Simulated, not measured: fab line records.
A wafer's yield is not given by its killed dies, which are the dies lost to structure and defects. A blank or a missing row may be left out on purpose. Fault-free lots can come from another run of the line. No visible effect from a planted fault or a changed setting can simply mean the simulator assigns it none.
What tool caused it?    flow n5 finfet    23 lots with 69 wafers sampled at 6 steps, on a route of 1938 steps

WHAT THE GAUGES SHOWED, per wafer
N5_STI_FIN_REVEAL_INSPECT_13: inspects for defects (darkfield).
lot   measured     on                 raw defect count
L074  day 2 13:20  defect inspect-02  9 13 9
L075  day 2 18:13  defect inspect-02  8 6 21
L076  day 3 03:02  defect inspect-01  2 8 9
L077  day 3 07:22  defect inspect-02  9 9 6
L078  day 3 14:25  defect inspect-02  23 8 17
L079  day 3 20:58  defect inspect-01  12 7 15
L080  day 4 00:46  defect inspect-01  12 13 7
L081  day 4 08:31  defect inspect-01  8 9 2
L082  day 4 13:14  defect inspect-02  25 4 16
L083  day 4 18:59  defect inspect-01  5 2 5
L084  day 5 01:16  defect inspect-02  8 16 4
L085  day 5 07:59  defect inspect-01  13 17 12
L086  day 5 13:40  defect inspect-02  11 8 8
L087  day 5 19:40  defect inspect-02  20 12 11
L088  day 6 00:15  defect inspect-01  13 10 14
L089  day 6 07:01  defect inspect-01  17 10 8
L090  day 6 15:11  defect inspect-02  9 6 7
L091  day 6 18:52  defect inspect-02  10 24 14
L092  day 7 01:09  defect inspect-01  16 11 7
L094  day 7 14:31  defect inspect-01  10 12 10
L095  day 7 19:26  defect inspect-01  12 4 6
L096  day 8 00:46  defect inspect-02  14 12 6
L097  day 8 11:14  defect inspect-02  11 7 6

WHICH TOOL RAN EACH LOT (tool, then ch and the chambers of the sampled wafers, then the start)
lot   N5_FIN_SAQP_ETCH_51                N5_FIN_SAQP_STRIP_55               N5_FIN_SAQP_MANDREL1_REMOVE_56   N5_FIN_CUT_PRECLEAN_35             N5_STI_FIN_REVEAL_OXIDATION_31
L074  rie diel-01 ch 0,2,3, day 1 22:27  rie diel-05 ch 0,1,2, day 1 22:47  rie si-04 ch 0,1,2, day 2 00:21  vapor etch-01 ch 0,1, day 2 03:50  plasma asher-02 ch 0,1, day 2 12:42
L075  rie diel-01 ch 0,1,3, day 2 03:41  rie diel-01 ch 1,2, day 2 04:02    rie si-04 ch 0,3, day 2 05:33    vapor etch-01 ch 0,1, day 2 09:00  plasma asher-01 ch 0,1, day 2 17:36
L076  rie diel-05 ch 0,3, day 2 10:04    rie diel-01 ch 1,2,3, day 2 10:25  rie si-05 ch 1,3, day 2 11:57    vapor etch-02 ch 0,1, day 2 17:55  plasma asher-01 ch 0,1, day 3 02:24
L077  rie diel-04 ch 2,3, day 2 16:34    rie diel-04 ch 0,2,3, day 2 16:55  rie si-01 ch 0,1, day 2 18:42    vapor etch-01 ch 0,1, day 2 22:11  plasma asher-01 ch 0,1, day 3 06:46
L078  rie diel-01 ch 0,1,2, day 2 22:16  rie diel-01 ch 0,1,2, day 2 22:53  rie si-04 ch 0,1,3, day 3 00:25  vapor etch-02 ch 0,1, day 3 03:58  plasma asher-02 ch 0,1, day 3 13:46
L079  rie diel-04 ch 0,1, day 3 06:17    rie diel-01 ch 0,2,3, day 3 06:38  rie si-04 ch 0,1,3, day 3 08:11  vapor etch-02 ch 0,1, day 3 11:43  plasma asher-02 ch 0,1, day 3 20:20
L080  rie diel-01 ch 0,1,3, day 3 10:05  rie diel-04 ch 0,2,3, day 3 10:25  rie si-04 ch 0,1,2, day 3 11:57  vapor etch-02 ch 0,1, day 3 15:14  plasma asher-02 ch 0,1, day 4 00:07
L081  rie diel-01 ch 1,3, day 3 16:47    rie diel-01 ch 1,2,3, day 3 17:08  rie si-05 ch 0,1,2, day 3 19:31  vapor etch-02 ch 0, day 3 23:22    plasma asher-01 ch 0,1, day 4 07:53
L082  rie diel-05 ch 0,2,3, day 3 22:19  rie diel-05 ch 0,2,3, day 3 22:40  rie si-05 ch 0,1,3, day 4 00:11  vapor etch-02 ch 0,1, day 4 03:42  plasma asher-02 ch 0,1, day 4 12:35
L083  rie diel-04 ch 0,2, day 4 04:14    rie diel-04 ch 0,1, day 4 04:35    rie si-04 ch 1,2, day 4 06:11    vapor etch-02 ch 0,1, day 4 09:43  plasma asher-02 ch 0,1, day 4 18:22
L084  rie diel-04 ch 1,2, day 4 09:54    rie diel-04 ch 2,3, day 4 10:15    rie si-04 ch 1,3, day 4 12:17    vapor etch-01 ch 0,1, day 4 15:52  plasma asher-02 ch 0,1, day 5 00:38
L085  rie diel-01 ch 2,3, day 4 17:00    rie diel-05 ch 1,2,3, day 4 17:21  rie si-01 ch 0,1,3, day 4 18:53  vapor etch-02 ch 1, day 4 22:17    plasma asher-01 ch 0, day 5 07:21
L086  rie diel-04 ch 0,1,2, day 4 22:34  rie diel-04 ch 0,1, day 4 22:55    rie si-05 ch 0,1,3, day 5 00:54  vapor etch-01 ch 0,1, day 5 04:22  plasma asher-02 ch 0,1, day 5 13:01
L087  rie diel-01 ch 0,1, day 5 04:40    rie diel-01 ch 0,3, day 5 05:05    rie si-05 ch 0,3, day 5 06:43    vapor etch-02 ch 0,1, day 5 10:23  plasma asher-01 ch 0,1, day 5 19:03
L088  rie diel-05 ch 0,1,2, day 5 09:53  rie diel-05 ch 0,1,2, day 5 10:14  rie si-04 ch 0,1, day 5 11:45    vapor etch-01 ch 0,1, day 5 15:01  plasma asher-01 ch 0,1, day 5 23:37
L089  rie diel-01 ch 0,1,3, day 5 15:37  rie diel-04 ch 0,1,3, day 5 15:58  rie si-04 ch 0,2,3, day 5 17:59  vapor etch-02 ch 0,1, day 5 21:37  plasma asher-01 ch 0,1, day 6 06:23
L090  rie diel-04 ch 0,1,3, day 5 22:35  rie diel-01 ch 0,1, day 5 23:04    rie si-05 ch 0,2,3, day 6 01:22  vapor etch-01 ch 0, day 6 05:48    plasma asher-02 ch 0,1, day 6 14:32
L091  rie diel-01 ch 2,3, day 6 03:34    rie diel-01 ch 0,2,3, day 6 03:56  rie si-05 ch 0,2,3, day 6 06:16  vapor etch-02 ch 0,1, day 6 09:37  plasma asher-02 ch 0,1, day 6 18:14
L092  rie diel-04 ch 0,2,3, day 6 09:46  rie diel-04 ch 1,2,3, day 6 10:06  rie si-04 ch 0,2,3, day 6 11:44  vapor etch-02 ch 0,1, day 6 15:58  plasma asher-02 ch 0,1, day 7 00:31
L094  rie diel-01 ch 0,1,3, day 6 22:29  rie diel-04 ch 1,3, day 6 22:55    rie si-04 ch 0,2, day 7 00:25    vapor etch-01 ch 0,1, day 7 03:50  plasma asher-01 ch 0,1, day 7 13:54
L095  rie diel-05 ch 0,2,3, day 7 04:20  rie diel-05 ch 0,1, day 7 04:43    rie si-05 ch 0,1,3, day 7 06:28  vapor etch-02 ch 0,1, day 7 10:15  plasma asher-02 ch 0,1, day 7 18:49
L096  rie diel-05 ch 2,3, day 7 09:37    rie diel-05 ch 0,1,3, day 7 09:58  rie si-04 ch 0,2,3, day 7 12:05  vapor etch-02 ch 0,1, day 7 15:40  plasma asher-01 ch 0,1, day 8 00:08
L097  rie diel-01 ch 0,2,3, day 7 19:40  rie diel-05 ch 1,3, day 7 20:01    rie si-05 ch 1,2,3, day 7 21:34  vapor etch-01 ch 0, day 8 02:11    plasma asher-01 ch 0,1, day 8 10:37
- N5_FIN_SAQP_ETCH_51: etches SiARC in CF4, target depth 45.5 nm, time 75.8 s.
- N5_FIN_SAQP_STRIP_55: strips in N2/H2.
- N5_FIN_SAQP_MANDREL1_REMOVE_56: chemistry HBr/Cl2/O2, target a-Si, stops on SiNx, bt time 10 s.
- N5_FIN_CUT_PRECLEAN_35: cleans in vHF, time 13.3 s.
- N5_STI_FIN_REVEAL_OXIDATION_31: chemistry O2 PLASMA REMOTE, time 20 s.

WHAT THE TOOLS THEMSELVES READ (means of the sampled wafers that have a number; where no wafer has one, the mark that the record gives instead)
N5_FIN_SAQP_ETCH_51.
lot   tool         drypump motor current A (A)  etch rf on time s (s)  oes product au (a.u.)  rf vpp V (V)  showerhead plenum p Torr (Torr)  throttle valve pct (%)
L074  rie diel-01  5.9                          75.6                   0.71                   185.0         2.22                             15.64
L075  rie diel-01  6.0                          77.0                   0.69                   184.0         2.17                             15.79
L076  rie diel-05  5.1                          76.6                   0.75                   183.5         2.13                             15.56
L077  rie diel-04  5.6                          76.7                   0.59                   184.2         2.11                             15.73
L078  rie diel-01  5.8                          76.1                   0.67                   184.9         2.18                             15.77
L079  rie diel-04  5.7                          75.1                   0.74                   184.0         2.11                             15.47
L080  rie diel-01  6.0                          76.7                   0.68                   184.9         2.16                             15.82
L081  rie diel-01  5.9                          77.7                   0.64                   183.9         2.14                             15.93
L082  rie diel-05  5.6                          78.8                   0.67                   184.4         2.13                             15.77
L083  rie diel-04  5.5                          77.3                   0.63                   183.1         2.09                             15.66
L084  rie diel-04  5.4                          76.5                   0.66                   183.6         2.13                             15.69
L085  rie diel-01  5.5                          75.4                   0.69                   184.4         2.22                             15.66
L086  rie diel-04  5.6                          75.7                   0.69                   184.2         2.12                             15.59
L087  rie diel-01  5.9                          77.8                   0.63                   184.2         2.14                             15.96
L088  rie diel-05  5.9                          77.9                   0.72                   183.4         2.11                             15.62
L089  rie diel-01  6.0                          77.2                   0.67                   184.1         2.16                             15.85
L090  rie diel-04  5.8                          75.4                   0.76                   183.9         2.12                             15.43
L091  rie diel-01  5.8                          76.7                   0.68                   185.9         2.20                             15.72
L092  rie diel-04  5.7                          75.2                   0.78                   183.3         2.09                             15.35
L094  rie diel-01  6.0                          77.4                   0.65                   184.4         2.15                             15.86
L095  rie diel-05  5.6                          78.2                   0.71                   183.0         2.12                             15.66
L096  rie diel-05  6.1                          80.6                   0.67                   184.3         2.12                             15.84
L097  rie diel-01  5.9                          76.1                   0.67                   184.2         2.20                             15.74

N5_FIN_SAQP_STRIP_55.
lot   tool         drypump motor current A (A)  oes product au (a.u.)  rf vpp V (V)  showerhead plenum p Torr (Torr)  temp c (C)  throttle valve pct (%)
L074  rie diel-05  5.9                          0.82                   122.3         3.32                             39.99       19.2
L075  rie diel-01  5.6                          0.76                   122.1         3.42                             39.93       19.7
L076  rie diel-01  5.7                          0.80                   121.0         3.43                             40.11       19.3
L077  rie diel-04  5.8                          0.74                   121.3         3.31                             39.96       19.2
L078  rie diel-01  5.8                          0.78                   121.6         3.44                             40.02       19.4
L079  rie diel-01  5.9                          0.82                   120.8         3.45                             39.97       19.0
L080  rie diel-04  5.8                          0.73                   121.8         3.31                             40.11       19.1
L081  rie diel-01  5.7                          0.79                   123.5         3.43                             40.17       19.4
L082  rie diel-05  5.6                          0.80                   122.1         3.33                             39.93       19.4
L083  rie diel-04  5.8                          0.86                   120.4         3.34                             39.98       19.1
L084  rie diel-04  5.6                          0.68                   120.6         3.32                             40.05       19.2
L085  rie diel-05  5.8                          0.79                   121.8         3.31                             40.03       19.3
L086  rie diel-04  5.6                          0.89                   122.8         3.40                             39.87       18.9
L087  rie diel-01  6.1                          0.82                   123.1         3.40                             40.00       19.0
L088  rie diel-05  5.9                          0.85                   122.0         3.30                             40.06       19.2
L089  rie diel-04  5.8                          0.90                   120.9         3.33                             40.04       18.8
L090  rie diel-01  6.0                          0.74                   123.2         3.36                             40.11       19.7
L091  rie diel-01  5.9                          0.79                   122.1         3.44                             40.07       19.0
L092  rie diel-04  5.7                          0.94                   122.9         3.35                             39.89       18.7
L094  rie diel-04  5.8                          0.94                   122.5         3.33                             39.88       18.5
L095  rie diel-05  5.3                          0.87                   120.8         3.26                             40.01       18.8
L096  rie diel-05  5.3                          0.92                   121.9         3.27                             39.96       18.8
L097  rie diel-05  5.5                          0.90                   120.3         3.26                             40.06       18.7

N5_FIN_SAQP_MANDREL1_REMOVE_56.
lot   tool       drypump motor current A (A)  mfc cl2 sccm (sccm)  oes product au (a.u.)  throttle valve pct (%)
L074  rie si-04  5.9                          80.08                0.992                  36.8
L075  rie si-04  5.9                          80.03                1.007                  36.8
L076  rie si-05  5.5                          79.93                1.028                  37.0
L077  rie si-01  5.8                          80.06                1.007                  36.7
L078  rie si-04  6.0                          80.04                1.000                  36.7
L079  rie si-04  6.0                          80.19                0.991                  36.7
L080  rie si-04  5.9                          79.92                0.995                  36.8
L081  rie si-05  5.5                          80.02                1.008                  36.9
L082  rie si-05  5.6                          80.06                1.016                  36.7
L083  rie si-04  5.6                          79.68                0.980                  36.9
L084  rie si-04  6.0                          80.09                0.988                  36.5
L085  rie si-01  5.7                          79.98                1.006                  36.6
L086  rie si-05  5.6                          80.12                1.026                  36.7
L087  rie si-05  6.0                          80.19                1.019                  36.4
L088  rie si-04  6.1                          79.89                1.002                  36.8
L089  rie si-04  5.7                          79.90                1.010                  36.9
L090  rie si-05  5.9                          80.05                1.005                  36.6
L091  rie si-05  5.9                          79.84                1.007                  36.6
L092  rie si-04  5.7                          79.90                1.004                  36.9
L094  rie si-04  5.8                          80.37                1.004                  37.0
L095  rie si-05  5.6                          79.81                1.018                  36.7
L096  rie si-04  5.7                          80.15                1.002                  36.9
L097  rie si-05  5.4                          79.82                1.017                  37.0

N5_FIN_CUT_PRECLEAN_35.
lot   tool           drypump motor current A (A)  temp c (C)
L074  vapor etch-01  5.8                          44.97
L075  vapor etch-01  5.6                          44.93
L076  vapor etch-02  5.7                          45.07
L077  vapor etch-01  5.6                          44.95
L078  vapor etch-02  5.7                          45.03
L079  vapor etch-02  5.7                          45.11
L080  vapor etch-02  5.8                          45.10
L081  vapor etch-02  6.0                          44.95
L082  vapor etch-02  5.8                          44.98
L083  vapor etch-02  5.7                          45.06
L084  vapor etch-01  5.6                          45.00
L085  vapor etch-02  5.5                          45.00
L086  vapor etch-01  5.8                          45.00
L087  vapor etch-02  5.7                          44.97
L088  vapor etch-01  5.6                          44.99
L089  vapor etch-02  5.7                          44.98
L090  vapor etch-01  6.1                          45.13
L091  vapor etch-02  5.7                          44.96
L092  vapor etch-02  5.7                          44.96
L094  vapor etch-01  5.6                          44.99
L095  vapor etch-02  5.8                          45.07
L096  vapor etch-02  5.7                          44.98
L097  vapor etch-01  6.1                          44.94

N5_STI_FIN_REVEAL_OXIDATION_31.
lot   tool             drypump motor current A (A)  heater power w (W)  o2 flow sccm (sccm)  temp c (C)
L074  plasma asher-02  6.2                          154                 2992                 150.07
L075  plasma asher-01  6.0                          169                 2996                 150.01
L076  plasma asher-01  5.9                          170                 2992                 150.17
L077  plasma asher-01  6.0                          171                 2992                 150.03
L078  plasma asher-02  6.4                          162                 2993                 149.99
L079  plasma asher-02  6.5                          164                 2992                 149.97
L080  plasma asher-02  6.4                          162                 3007                 149.97
L081  plasma asher-01  5.9                          168                 3007                 149.96
L082  plasma asher-02  6.4                          163                 2988                 150.07
L083  plasma asher-02  6.4                          164                 3007                 149.89
L084  plasma asher-02  6.2                          155                 3007                 149.97
L085  plasma asher-01  5.1                          175                 3007                 150.16
L086  plasma asher-02  6.4                          166                 2997                 149.88
L087  plasma asher-01  5.5                          174                 2992                 150.03
L088  plasma asher-01  5.5                          174                 3001                 149.87
L089  plasma asher-01  5.9                          170                 2993                 149.93
L090  plasma asher-02  6.5                          163                 2996                 149.99
L091  plasma asher-02  6.2                          153                 2993                 150.16
L092  plasma asher-02  6.4                          165                 2994                 149.94
L094  plasma asher-01  5.5                          169                 3003                 150.11
L095  plasma asher-02  6.2                          153                 2988                 150.01
L096  plasma asher-01  5.9                          170                 2995                 149.97
L097  plasma asher-01  5.5                          173                 3003                 150.10

THE ANSWER, worked out from the rows above alone
Rule: the usual values come from the lots themselves. The widest of any qualifying gaps counts: lots, ordered by their means at a reading, are off when they make up no more than a third of the lots, leave a main group of 4 or more, and stand apart from it by 3 or more times the standard deviation of that group's means. The tables above print the reading to a certain number of digits; a main group whose means all agree to those digits is not used. Also off: a lot with no number at a reading for which 4 or more lots have one. All remaining lots with rows at the step are treated as sound. First the gauges in route order, then the tools' own readings, where a lot's mean is used as printed above. The first step at which some lot is off is used, and at that step the reading that is off furthest; a lot without a number counts as furthest.
Across all readings shown, no lot is off: no conclusion can be drawn from this.

WHAT HAD BEEN PUT IN BY THE SIMULATOR
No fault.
